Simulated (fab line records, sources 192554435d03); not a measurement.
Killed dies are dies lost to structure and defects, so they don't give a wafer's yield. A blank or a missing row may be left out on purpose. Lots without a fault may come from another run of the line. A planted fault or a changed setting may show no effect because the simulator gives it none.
Which tool did it? | flow n5_finfet | 9 lots, 27 wafers sampled, at 6 steps of a route of 1938

WHAT THE GAUGES READ, wafer by wafer
N5_SDB_THK_MEAS_31.
lot  | measured    | on            | SDB_THK (nm)
L146 | day 3 22:42 | film_metro-01 | 66.0 65.0 65.3
L147 | day 4 05:04 | film_metro-01 | 65.0 64.3 64.9
L148 | day 4 09:13 | film_metro-01 | 65.2 64.7 63.5
L154 | day 6 00:15 | film_metro-02 | 63.7 64.4 64.1
L156 | day 6 11:42 | film_metro-02 | 64.9 63.9 64.2
L158 | day 7 02:21 | film_metro-01 | 64.3 62.7 63.3
L159 | day 7 09:08 | film_metro-01 | 64.2 64.3 66.1
L165 | day 8 14:25 | film_metro-01 | 64.2 63.8 63.4
L166 | day 8 21:54 | film_metro-02 | 63.5 62.7 64.5

N5_DUMMY_REMOVAL_INSPECT_06: inspects for defects (brightfield).
lot  | measured    | on                | raw_defect_count
L146 | day 3 23:23 | defect_inspect-01 | 8 7 13
L147 | day 4 05:19 | defect_inspect-01 | 9 6 5
L148 | day 4 09:28 | defect_inspect-01 | 25 14 17
L154 | day 6 00:31 | defect_inspect-02 | 14 20 4
L156 | day 6 11:58 | defect_inspect-01 | 10 16 11
L158 | day 7 02:41 | defect_inspect-01 | 16 834 814
L159 | day 7 09:35 | defect_inspect-02 | 791 9 752
L165 | day 8 14:41 | defect_inspect-02 | 21 5 10
L166 | day 8 22:12 | defect_inspect-02 | 17 7 11

N5_BEOL_M4_RC_MEAS_101.
lot  | measured     | on        | DIBL_N (mV/V)  | DIBL_P (mV/V)  | IOFF_N (nA/um)    | IOFF_P (nA/um)    | ION_N (uA/um) | ION_P (uA/um) | SS_N (mV/dec)  | SS_P (mV/dec)  | VT_N (mV)         | VT_P (mV)
L146 | day 8 12:53  | prober-02 | 35.2 37.0 37.2 | 35.1 38.1 37.3 | 0.120 0.155 0.149 | 0.163 0.207 0.193 | 662 671 659   | 455 468 450   | 70.9 71.2 71.6 | 72.3 72.6 73.2 | 255.4 251.9 250.1 | -253.8 -251.8 -251.3
L147 | day 8 18:44  | prober-01 | 35.9 35.3 34.9 | 36.2 35.8 36.1 | 0.177 0.163 0.159 | 0.208 0.198 0.204 | 682 679 676   | 458 459 464   | 71.3 71.8 70.8 | 73.9 73.7 73.1 | 246.9 248.9 248.7 | -250.4 -251.5 -252.7
L148 | day 8 20:23  | prober-02 | 33.8 33.5 33.9 | 34.7 34.5 35.1 | 0.143 0.133 0.139 | 0.199 0.186 0.199 | 667 672 663   | 461 464 464   | 71.0 71.5 70.9 | 72.4 72.5 72.8 | 250.9 250.1 250.9 | -250.0 -250.8 -250.2
L154 | day 10 22:23 | prober-01 | 36.2 37.4 36.8 | 35.5 37.4 36.7 | 0.162 0.183 0.175 | 0.209 0.233 0.224 | 687 680 690   | 467 468 469   | 71.6 71.8 70.5 | 73.1 74.2 73.0 | 246.1 245.8 247.4 | -248.9 -249.6 -248.3
L156 | day 11 07:58 | prober-02 | 38.2 37.6 36.9 | 38.8 37.3 36.6 | 0.225 0.206 0.182 | 0.247 0.217 0.209 | 690 678 682   | 467 458 458   | 71.5 71.8 71.3 | 74.1 73.2 72.6 | 242.7 244.2 246.1 | -248.1 -253.5 -251.4
L158 | day 11 09:10 | prober-01 | 34.3 35.1 34.8 | 33.5 33.7 34.6 | 0.154 0.163 0.161 | 0.211 0.210 0.225 | 683 681 679   | 472 463 470   | 71.5 71.7 71.2 | 72.7 73.3 74.5 | 248.0 248.1 249.0 | -249.9 -249.2 -248.3
L159 | day 12 10:53 | prober-02 | 36.3 36.9 38.0 | 33.9 34.5 36.4 | 0.147 0.148 0.184 | 0.227 0.227 0.275 | 669 678 692   | 472 467 477   | 71.5 71.1 71.6 | 72.4 73.4 73.6 | 248.6 251.3 247.6 | -244.2 -247.5 -243.5
L165 | day 13 17:34 | prober-01 | 36.5 35.8 36.4 | 36.4 35.8 36.3 | 0.174 0.162 0.172 | 0.228 0.218 0.228 | 688 681 677   | 471 469 468   | 71.9 72.0 71.1 | 72.9 72.9 72.5 | 246.3 248.6 245.5 | -248.1 -249.2 -247.2
L166 | day 13 17:28 | prober-02 | 36.1 36.2 35.4 | 36.0 36.6 35.8 | 0.162 0.164 0.149 | 0.183 0.187 0.176 | 675 668 669   | 454 455 452   | 71.9 72.0 71.4 | 73.0 73.8 73.1 | 250.0 248.5 250.2 | -253.1 -255.2 -256.0

WHICH TOOL RAN EACH LOT (tool, then ch and the chambers of the sampled wafers, then the start)
lot  | N5_SDB_CMP_30                | N5_DUMMY_REMOVAL_HM_STRIP_01      | N5_HKMG_FIN_ALD_74
L146 | cmp-02 ch 0,1,3, day 3 22:25 | rie_diel-01 ch 1,2,3, day 3 23:11 | ald_hk-03 ch 1,2,3, day 4 00:11
L147 | cmp-03 ch 1,2, day 4 04:46   | rie_diel-01 ch 1,2,3, day 4 05:07 | ald_hk-02 ch 0,2,3, day 4 06:05
L148 | cmp-02 ch 0,1, day 4 08:58   | rie_diel-01 ch 1,2,3, day 4 09:17 | ald_hk-02 ch 1,2, day 4 10:14
L154 | cmp-01 ch 0,1, day 5 23:57   | rie_diel-01 ch 0,1,2, day 6 00:19 | ald_hk-01 ch 0,2,3, day 6 01:16
L156 | cmp-02 ch 0,1,2, day 6 11:24 | rie_diel-01 ch 0,2,3, day 6 11:46 | ald_hk-03 ch 1,3, day 6 12:44
L158 | cmp-03 ch 0,1,3, day 7 02:06 | rie_diel-01 ch 2,3, day 7 02:29   | ald_hk-02 ch 0,1,3, day 7 03:26
L159 | cmp-01 ch 1,2,3, day 7 08:58 | rie_diel-01 ch 2,3, day 7 09:23   | ald_hk-03 ch 1,2, day 7 10:20
L165 | cmp-03 ch 1,2, day 8 14:07   | rie_diel-06 ch 2,3, day 8 14:29   | ald_hk-02 ch 0,1,2, day 8 15:35
L166 | cmp-02 ch 0,2,3, day 8 21:37 | rie_diel-03 ch 0,2,3, day 8 21:58 | ald_hk-01 ch 0,1,2, day 8 22:58
- N5_SDB_CMP_30: polishes, stops on poly-Si, t overpolish 1.54 s, target thk 30 nm.
- N5_DUMMY_REMOVAL_HM_STRIP_01: strips SiNx in CH3F/O2, stops on poly-Si, target depth 4 nm, time 6.8 s.
- N5_HKMG_FIN_ALD_74: deposits La2O3, target thk 0.5 nm, pulse time 6 s, co reactant pulse time 1 s.

WHAT THE TOOLS THEMSELVES READ (means of the sampled wafers that have a number; where no wafer has one, the mark that the record gives instead)
N5_SDB_CMP_30.
lot  | tool   | motor_current_A (A) | overpolish_run_s (s) | retaining_ring_pressure_frac | time_to_endpoint_s (s)
L146 | cmp-02 | 11.9                | 1.547                | 0.994                        | 19.1
L147 | cmp-03 | 13.0                | 1.538                | 1.000                        | 15.6
L148 | cmp-02 | 11.7                | 1.544                | 0.996                        | 17.7
L154 | cmp-01 | 12.6                | 1.540                | 1.002                        | 15.3
L156 | cmp-02 | 11.9                | 1.540                | 1.003                        | 14.1
L158 | cmp-03 | 12.7                | 1.549                | 0.996                        | 18.7
L159 | cmp-01 | 12.2                | 1.541                | 0.999                        | 19.7
L165 | cmp-03 | 12.5                | 1.544                | 1.000                        | 17.4
L166 | cmp-02 | 12.1                | 1.550                | 1.002                        | 14.9

N5_DUMMY_REMOVAL_HM_STRIP_01.
lot  | tool        | CH3F_flow_sccm (sccm) | drypump_motor_current_A (A) | oes_product_au (a.u.) | rf_vpp_V (V) | showerhead_plenum_p_Torr (Torr) | throttle_valve_pct (%)
L146 | rie_diel-01 | 30.02                 | 5.64                        | 0.61                  | 127.7        | 2.00                            | 16.28
L147 | rie_diel-01 | 29.91                 | 5.65                        | 0.62                  | 127.2        | 2.00                            | 16.27
L148 | rie_diel-01 | 30.09                 | 5.64                        | 0.62                  | 126.9        | 2.00                            | 16.26
L154 | rie_diel-01 | 29.93                 | 5.46                        | 0.63                  | 128.1        | 2.03                            | 16.42
L156 | rie_diel-01 | 29.92                 | 5.47                        | 0.63                  | 126.8        | 1.99                            | 16.32
L158 | rie_diel-01 | 30.04                 | 5.68                        | 0.60                  | 127.3        | 1.97                            | 16.36
L159 | rie_diel-01 | 30.10                 | 5.68                        | 0.59                  | 126.8        | 1.97                            | 16.36
L165 | rie_diel-06 | 30.07                 | 5.37                        | 0.60                  | 127.1        | 1.96                            | 16.24
L166 | rie_diel-03 | 30.02                 | 5.53                        | 0.59                  | 126.8        | 1.98                            | 16.56

N5_HKMG_FIN_ALD_74.
lot  | tool      | heater_power_w (W) | precursor_pulse_height_rel
L146 | ald_hk-03 | 350                | 1.010
L147 | ald_hk-02 | 402                | 0.999
L148 | ald_hk-02 | 421                | 1.005
L154 | ald_hk-01 | 341                | 0.982
L156 | ald_hk-03 | 315                | 0.998
L158 | ald_hk-02 | 400                | 0.992
L159 | ald_hk-03 | 397                | 0.993
L165 | ald_hk-02 | 414                | 1.009
L166 | ald_hk-01 | 354                | 0.985

THE ANSWER, worked out from the rows above alone
Rule: what is usual is taken from the lots themselves. Put in order of their means at a reading, lots are off if they are a third of the lots or fewer, leave a main group of 4 or more, and stand apart from it by a gap of 3 or more times the standard deviation of the main group's means; of several such gaps the widest counts. A main group whose means are all the same, to the digits that the tables above print for the reading, isn't used. A lot without any number at a reading at which 4 lots or more have one is off too. The other lots that the step has rows for count as sound. The gauges are gone through in route order, then the tools' own readings, and for those a lot's mean is taken as printed above. The first step at which some lot is off is used, and at that step the reading that is off furthest; a lot without a number counts as furthest.
Off: L158, L159, at N5_DUMMY_REMOVAL_INSPECT_06 (raw_defect_count). The main group: mean 12, standard deviation 3.4.
A tool fits if, at a process step before that reading, it ran every lot that is off, and no sound lot after the first of them. The gauges at N5_DUMMY_REMOVAL_INSPECT_06 are tried like those tools. One fits: rie_diel-01 at N5_DUMMY_REMOVAL_HM_STRIP_01. Its last sound lot is L156 (day 6 11:46), its first lot that is off L158 (day 7 02:29): a fault that began between those two fits.

WHAT THE SIMULATOR HAD PUT IN
Chamber particle source: rie_diel-01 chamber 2, from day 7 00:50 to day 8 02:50, at N5_DUMMY_REMOVAL_HM_STRIP_01. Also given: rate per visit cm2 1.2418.
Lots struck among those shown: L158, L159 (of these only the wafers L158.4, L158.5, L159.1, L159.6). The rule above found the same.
